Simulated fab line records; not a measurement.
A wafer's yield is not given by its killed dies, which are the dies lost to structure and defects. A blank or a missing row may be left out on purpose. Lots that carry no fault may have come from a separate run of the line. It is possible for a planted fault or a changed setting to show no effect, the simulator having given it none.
fab line records	flow nandHarc
record: lots: 12	wafers: 34	lastDay: 25
route steps=1159 shown A_BLC@979 A_M0@1002
lots untouched by any fault: they come from a run of this same line in which no faults occurred
startH: start of the lot's first displayed wafer, in hours after the record's first day	waitH: time in hours since the lot's previous step	" the same as in the row above	L1.1+2: one row covering several wafers at once	- no value, or no start was given	* or withheld: withheld	< > ~ a bound
route shown NAME@n: a module of which the file shows steps, and the number in the route of the first	usual: mean/standard deviation of fault-free wafers	same: alike in all rows	chamber/n: place in a boat	sites: per-site readings	_std_site: the values' standard deviation	_edge_site: outer sites' mean less inner sites'	radiusMm: how far each site lies from the wafer's centre	mask NAME#n: copy n	behind: tool/chamber where the wafer was last shaped	hold: why the lot went on hold/how many hours it stayed there/how the hold came to an end	device: transistor that didn't switch, given as n, p or np	end of line: the same wafers' tests at the end of the route	a step with no rows: only its recipe	killed: at the first sort, the dies lost to defects and structure; wafer yield is something else	map: shows each die of a wafer: x if killed, . if not, _ if none is there
set.NAME: the setting that was run; set.NAME@STEP: the one run at that earlier step	model.NAME: the simulator's own value behind a step, which no gauge read
the route's steps for a sample of lots (tables are steps, rows are wafers)
services: a tool's chamber out of use, with start hour (startH, from the record's first day; less than 0 if before it), hours out, and reason
== steps ==
step: NHARC_A_BLC_ETCH_17
recipe: targetDepthA: 3900	overEtchFrac: 0.25	timeS: 609.38	ionEnergyEv: 200	n2FlowSccm: 150	h2FlowSccm: 150	arFlowSccm: 0	rfW: 400	biasW: 150	chemistry: N2/H2
usual: drypumpMotorCurrentA: 5.6/0.42	oesProductAu: 0.998/0.011	rfVppV: 429.4/2.9	showerheadPlenumPTorr: 2.00/0.095	throttleValvePct: 14.171/0.0078
lot.wafer	tool	chamber	startH	waitH	drypumpMotorCurrentA	oesProductAu	rfHoursCounterH	rfVppV	showerheadPlenumPTorr	throttleValvePct
L275.4	rieDiel-05	0	392.30	-	5.7	1.017	16	426.3	1.90	14.176
L275.3	"	3	"	"	5.8	1.024	14	435.4	2.19	14.193
L275.5	"	1	"	"	5.7	1.009	-	427.7	1.92	14.171
L276.2	rieDiel-12	0	-	-	5.8	1.014	1	426.7	1.91	14.179
L276.5	"	1	"	"	5.2	1.000	-	427.8	1.96	14.172
L276.4	"	3	"	"	5.0	0.994	-	428.1	1.95	14.166
L280.4	rieDiel-12	2	-	-	6.2	0.998	1	434.5	2.15	14.170
L280.1	"	3	"	"	5.0	1.004	3	427.9	1.95	14.172
L280.5	"	3	"	"	5.0	0.997	-	426.6	1.95	14.165
L279.1	rieDiel-03	1	-	-	5.4	1.003	1	428.7	1.96	14.160
L279.3	"	2	"	"	6.3	1.000	1	430.9	2.09	14.181
L279.4	"	0	"	"	5.5	0.990	1	425.8	1.89	14.171
L283.1	rieDiel-03	1	-	-	5.4	1.003	6	428.5	1.95	14.171
L283.2	"	2	"	"	6.3	0.984	6	432.1	2.08	14.161
L283.6	"	0	"	"	5.5	0.997	-	426.6	1.89	14.181
L287.3	rieDiel-03	2	-	-	6.3	0.986	8	432.2	2.08	14.163
L287.2	"	3	"	"	5.7	1.014	8	433.7	2.13	14.174
L287.5	"	3	"	"	5.7	1.011	-	433.1	2.13	14.180
L290.3	rieDiel-03	1	-	-	5.4	1.003	9	427.5	1.95	14.170
L290.5	"	3	"	"	5.7	1.012	-	433.8	2.13	14.182
L286.3	rieDiel-12	1	-	-	5.2	1.013	9	428.5	1.96	14.164
L286.2	"	0	"	"	5.7	1.005	8	426.1	1.90	14.164
L295.3	rieDiel-12	0	-	-	5.7	1.006	12	427.1	1.90	14.173
L295.1	"	2	"	"	6.2	0.991	11	431.9	2.15	14.176
L295.6	"	3	"	"	5.0	0.989	-	428.2	1.95	14.173
L298.1	rieDiel-03	2	-	-	6.3	0.980	15	431.4	2.08	14.177
L298.2	"	1	"	"	5.4	1.004	15	428.9	1.95	14.171
L298.6	"	2	"	"	6.3	0.992	-	430.4	2.08	14.180
L296.1	rieDiel-03	2	-	-	6.3	0.981	17	432.5	2.08	14.159
L296.3	"	1	"	"	5.4	1.010	17	429.1	1.95	14.173
L296.5	"	2	"	"	6.3	0.999	-	431.5	2.08	14.175
L297.4	rieDiel-12	0	-	-	5.7	0.986	16	425.2	1.90	14.167
L297.2	"	1	"	"	5.1	1.006	16	426.3	1.96	14.170
L297.5	"	3	"	"	5.0	0.977	-	428.2	1.95	14.165
step: NHARC_A_BLC_CMP_25
recipe: tOverpolishS: 30	targetThkNm: 150
usual: motorCurrentA: 12.2/1	overpolishRunS: 30.001/0.0089	timeToEndpointS: 30.6/2.6
lot.wafer	tool	chamber	startH	waitH	motorCurrentA	overpolishRunS	timeToEndpointS
L275.4	cmp-03	3	396.62	0.2	12.6	30.000	33.5
L275.3	"	0	"	"	12.7	29.991	31.4
L275.5	"	3	"	"	13.1	30.013	34.1
L276.2	cmp-03	0	399.51	0.5	12.2	30.011	28.8
L276.4	"	2	"	"	11.5	30.003	32.5
L276.5	"	1	"	"	11.3	29.999	33.2
L280.1	cmp-02	3	408.18	0.5	11.0	29.999	24.8
L280.4	"	1	"	"	12.0	29.991	28.1
L280.5	"	3	"	"	11.3	30.006	27.3
L279.4	cmp-04	3	419.70	0.3	10.8	29.992	32.4
L279.3	"	0	"	"	14.3	29.988	24.1
L279.1	"	1	"	"	10.6	30.012	28.1
L283.2	cmp-02	3	448.02	0.5	10.8	30.000	29.7
L283.1	"	0	"	"	13.2	30.002	31.1
L283.6	"	2	"	"	12.2	29.999	28.6
L287.2	cmp-03	3	462.15	0.5	12.8	29.994	27.1
L287.3	"	1	"	"	11.4	29.994	31.2
L287.5	"	3	"	"	13.9	29.984	27.1
L290.3	cmp-04	0	472.63	0.3	13.3	29.998	29.9
L290.5	"	3	"	"	11.0	30.001	31.5
L286.2	cmp-03	0	473.10	0.5	12.5	30.000	30.9
L286.3	"	1	"	"	11.9	29.998	32.4
L295.3	cmp-03	0	512.99	0.3	13.0	30.010	29.2
L295.1	"	2	"	"	11.5	30.012	30.2
L295.6	"	3	"	"	13.4	30.002	31.1
L298.1	cmp-03	1	528.96	0.5	11.5	30.001	33.2
L298.2	"	0	"	"	13.1	29.984	28.8
L298.6	"	2	"	"	12.0	29.999	32.2
L296.1	cmp-04	0	546.73	0.4	14.0	30.014	26.8
L296.3	"	1	"	"	10.7	30.013	28.0
L296.5	"	2	"	"	12.1	29.987	26.0
L297.4	cmp-03	0	554.35	0.3	12.2	30.002	27.3
L297.2	"	3	"	"	13.7	29.991	30.5
L297.5	"	1	"	"	11.7	30.000	32.1
step: NHARC_A_M0_PEB_07
recipe: pebTempC: 100	pebTimeS: 65
lot.wafer	tool	chamber	startH	waitH
L275.3+4+5	lithoTrack-01	0	397.84	0.0
L276.2+4+5	lithoTrack-04	0	400.74	0.1
L280.1+4+5	lithoTrack-06	0	409.40	0.1
L279.1+3+4	lithoTrack-06	0	420.91	0.1
L283.1+2+6	lithoTrack-04	0	449.10	0.1
L287.2+3+5	lithoTrack-04	0	463.39	0.1
L290.3+5	lithoTrack-04	0	473.83	0.0
L286.2+3	lithoTrack-04	0	474.28	0.1
L295.1+3+6	lithoTrack-06	0	514.06	0.1
L298.1+2+6	lithoTrack-06	0	530.18	0.1
L296.1+3+5	lithoTrack-04	0	547.92	0.1
L297.2+4+5	lithoTrack-04	0	555.45	0.1
step: NHARC_A_M0_CD_MEAS_09
recipe: targetCdNm: 80	landingEnergyEv: 500
usual: cdNm: 80.0/0.65
lot.wafer	tool	chamber	startH	waitH	cdNm
L275.3	cdSem-02	0	397.92	-	79.8
L275.4	"	0	"	"	80.1
L275.5	"	0	"	"	80.0
L276.2	cdSem-01	0	400.82	-	78.5
L276.4	"	0	"	"	79.9
L276.5	"	0	"	"	80.5
L280.1	cdSem-03	0	409.48	-	81.1
L280.4	"	0	"	"	81.5
L280.5	"	0	"	"	81.0
L279.1	cdSem-02	0	420.99	-	79.3
L279.3	"	0	"	"	80.1
L279.4	"	0	"	"	79.9
L283.1	cdSem-03	0	449.18	-	79.0
L283.2	"	0	"	"	80.7
L283.6	"	0	"	"	79.3
L287.2	cdSem-02	0	463.47	-	88.4
L287.3	"	0	"	"	88.7
L287.5	"	0	"	"	80.2
L290.3	cdSem-03	0	473.92	-	88.3
L290.5	"	0	"	"	80.1
L286.2	cdSem-01	0	474.36	-	88.1
L286.3	"	0	"	"	88.2
L295.1	cdSem-02	0	514.14	-	80.0
L295.3	"	0	"	"	78.7
L295.6	"	0	"	"	79.6
L298.1	cdSem-03	0	530.26	-	81.5
L298.2	"	0	"	"	79.8
L298.6	"	0	"	"	81.0
L296.1	cdSem-02	0	548.00	-	79.9
L296.3	"	0	"	"	78.9
L296.5	"	0	"	"	79.9
L297.2	cdSem-02	0	555.53	-	80.1
L297.4	"	0	"	"	80.4
L297.5	"	0	"	"	79.5
step: NHARC_A_M0_ETCH_34
recipe: targetDepthA: 400	overetchA: 120	timeS: 43.94	ionEnergyEv: 200	n2FlowSccm: 150	h2FlowSccm: 150	arFlowSccm: 0	rfW: 400	biasW: 150	chemistry: N2/H2
usual: drypumpMotorCurrentA: 5.5/0.54	oesProductAu: 1.001/0.0094	rfVppV: 429.9/2.5	showerheadPlenumPTorr: 2.01/0.089	throttleValvePct: 14.172/0.0089
lot.wafer	tool	chamber	startH	waitH	drypumpMotorCurrentA	oesProductAu	rfHoursCounterH	rfVppV	showerheadPlenumPTorr	throttleValvePct
L275.4	rieDiel-01	3	398.19	0.1	5.2	1.003	5	427.9	1.90	14.174
L275.3	"	1	"	"	4.8	1.002	7	429.1	2.03	14.172
L275.5	"	0	"	"	5.0	0.990	-	432.6	2.05	14.169
L276.2	rieDiel-01	3	401.10	0.1	5.3	0.999	5	427.9	1.90	14.161
L276.4	"	0	"	"	4.9	1.000	6	431.3	2.05	14.159
L276.5	"	1	"	"	4.8	0.997	-	430.4	2.03	14.174
L280.1	rieDiel-01	0	409.76	0.1	5.0	1.012	7	430.5	2.05	14.157
L280.4	"	1	"	"	4.8	0.997	8	431.2	2.03	14.153
L280.5	"	3	"	"	5.3	1.003	-	426.8	1.90	14.173
L279.4	rieDiel-11	1	421.26	0.1	4.8	0.992	5	434.8	2.16	14.164
L279.3	"	2	"	"	5.9	1.012	3	432.5	2.11	14.159
L279.1	"	0	"	"	5.4	1.001	5	427.1	1.92	14.180
L283.1	rieDiel-11	3	449.45	0.1	5.4	0.997	6	429.0	1.98	14.179
L283.2	"	0	"	"	5.5	1.001	6	427.3	1.92	14.165
L283.6	"	3	"	"	5.4	1.011	-	430.7	1.98	14.168
L287.2	rieDiel-11	3	463.74	0.1	5.4	1.004	8	428.5	1.98	14.166
L287.3	"	0	"	"	5.5	1.004	8	427.6	1.92	14.181
L287.5	"	0	"	"	5.5	1.003	-	427.3	1.92	14.173
L290.3	rieDiel-07	2	474.21	0.1	6.5	1.007	4	429.6	2.00	14.163
L290.5	"	3	"	"	6.6	1.013	-	427.4	1.93	14.168
L286.3	rieDiel-01	2	474.63	0.1	5.7	0.999	9	430.6	2.04	14.164
L286.2	"	3	"	"	5.3	0.999	9	425.5	1.90	14.155
L295.1	rieDiel-11	0	514.42	0.1	5.4	1.005	13	426.9	1.92	14.169
L295.3	"	1	"	"	4.7	0.995	13	432.8	2.16	14.173
L295.6	"	2	"	"	5.9	1.008	-	432.5	2.11	14.180
L298.1	rieDiel-11	1	530.55	0.1	4.7	0.984	15	433.6	2.16	14.175
L298.2	"	2	"	"	5.9	1.015	13	431.8	2.11	14.155
L298.6	"	2	"	"	5.9	1.013	-	432.3	2.11	14.164
L296.1	rieDiel-07	1	548.29	0.1	5.7	0.984	8	426.2	1.90	14.170
L296.3	"	3	"	"	6.6	1.001	8	426.6	1.93	14.176
L296.5	"	0	"	"	5.4	0.990	-	431.2	2.10	14.166
L297.2	rieDiel-11	0	555.83	0.1	5.4	1.008	1	427.3	1.92	14.152
L297.5	"	1	"	"	4.7	1.009	-	434.1	2.16	14.167
L297.4	"	0	"	"	5.4	1.002	-	427.1	1.92	14.166
== services ==
tool	chamber	startH	hours	kind
rieDiel-12	-	379.43	9.0	pm
rieDiel-12	2	390.66	11.2	repair
rieDiel-03	-	392.30	9.0	pm
rieDiel-11	2	399.75	4.5	repair
cmp-04	-	407.49	4.0	pm
rieDiel-03	0	417.05	9.7	repair
rieDiel-03	-	428.97	0.8	repair
rieDiel-01	1	433.01	8.9	repair
rieDiel-12	1	435.64	4.4	repair
cmp-03	-	436.45	0.8	repair
rieDiel-01	2	436.82	6.7	repair
rieDiel-03	1	442.17	2.5	repair
cmp-03	-	450.09	4.0	pm
lithoTrack-06	-	467.00	7.0	pm
rieDiel-03	3	472.58	4.9	repair
rieDiel-03	0	479.40	12.8	repair
lithoTrack-04	-	491.00	7.0	pm
rieDiel-01	-	491.83	9.0	pm
rieDiel-11	3	497.82	12.3	repair
cmp-04	-	505.50	4.0	pm
rieDiel-11	-	543.50	9.0	pm
cmp-03	-	548.09	4.0	pm
cmp-03	-	552.67	0.5	repair
rieDiel-11	2	555.30	3.9	repair
== key ==
firstSign: step: NHARC_A_M0_CD_MEAS_09	reading: cdNm	direction: up	sigmas: 13	usual: 80.0	struck: 88.3
effect none on later readings
metAt NHARC_A_M0_PEB_07
struckLots L286,L287,L290
struckWafers L286.2,L286.3,L287.2,L287.3,L290.3
notActingAt NHARC_A_BLC_ETCH_17,NHARC_A_BLC_CMP_25,NHARC_A_M0_ETCH_34
onsetBetween 449.10 463.39
fault: kind: processParameterDrift	tool: lithoTrack-04	chamber: -	onsetH: 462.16	steps: NHARC_A_M0_PEB_07	channel: pebTimeS	offset: *	shape: step	endH: 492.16	scope: struckWafersOnly	actsIn: *	stated: *
